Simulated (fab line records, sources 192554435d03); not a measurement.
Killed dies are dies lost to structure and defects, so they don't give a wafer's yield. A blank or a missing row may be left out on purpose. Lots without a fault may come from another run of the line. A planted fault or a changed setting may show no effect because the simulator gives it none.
Chamber matching | flow n5_finfet | N5_GATE_CUT_SAC_CAP_01 on ald_sin-01: 4 sister chambers
The step material SiNx, target thk 24 nm, pulse time 1 s, ald cycles 480. 18 wafers are shown with their chamber, then 9 later ones without.

WAFERS WITH THEIR CHAMBER
wafer  | chamber | heater_power_w (W) | precursor_pulse_height_rel
L074.1 | 0       | 822                | 0.983
L074.4 | 2       | 764                | 0.995
L074.6 | 3       | 815                | 1.024
L087.1 | 1       | 877                | 1.024
L087.2 | 0       | 807                | 0.983
L087.3 | 3       | 841                | 1.031
L087.4 | 2       | 714                | 1.013
L087.5 | 1       | 901                | 1.013
L087.6 | 2       | 735                | 0.997
L088.1 | 2       | 729                | 1.044
L088.4 | 0       | 807                | 0.998
L088.5 | 1       | 877                | 1.005
L089.1 | 0       | 821                | 0.975
L089.4 | 3       | 842                | 1.004
L089.6 | 2       | 721                | 0.996
L091.1 | 2       | 729                | 1.009
L091.2 | 3       | 829                | 1.001
L091.4 | 1       | 874                | 1.001

SIGNATURES (means of the wafers above)
reading                    | chamber 0 | chamber 1 | chamber 2 | chamber 3 | scatter within a chamber
heater_power_w             | 814.25    | 882.25    | 732.00    | 831.75    | 13.8
precursor_pulse_height_rel | 0.98475   | 1.01075   | 1.00900   | 1.01500   | 0.0146
Rule: a wafer's distance from a chamber is the root of the sum, over the readings, of the square of ((its reading less the chamber's mean) divided by the reading's scatter). The wafer belongs to the nearest chamber; if the next one is less than 2 further off, it can't be placed. The scatter: the root of (the sum of the squares of (reading less its chamber's mean) over the shown wafers, divided by (wafers less chambers)).

WAFERS WITHOUT THEIR CHAMBER
wafer  | heater_power_w (W) | precursor_pulse_height_rel
L092.1 | 818                | 1.020
L092.2 | 811                | 0.976
L092.3 | 723                | 0.999
L092.4 | 795                | 1.016
L092.5 | 815                | 1.003
L092.6 | 727                | 0.992
L095.1 | 820                | 1.029
L095.3 | 789                | 1.011
L095.6 | 724                | 0.976

WHICH CHAMBER EACH WENT THROUGH
wafer  | from the rows above          | in truth
L092.1 | can't be placed: 3 or 0      | 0
L092.2 | 0                            | 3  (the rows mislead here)
L092.3 | 2                            | 2
L092.4 | can't be placed: 0 or 3      | 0
L092.5 | can't be placed: 0 or 3      | 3
L092.6 | 2                            | 2
L095.1 | can't be placed: 3 or 0      | 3
L095.3 | can't be placed: 0 or 3 or 2 | 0
L095.6 | 2                            | 2
Placed correctly: 3 of 9. Can't be placed from these rows: 5 (the true chamber is among the candidates in 5). Placed wrongly: 1.
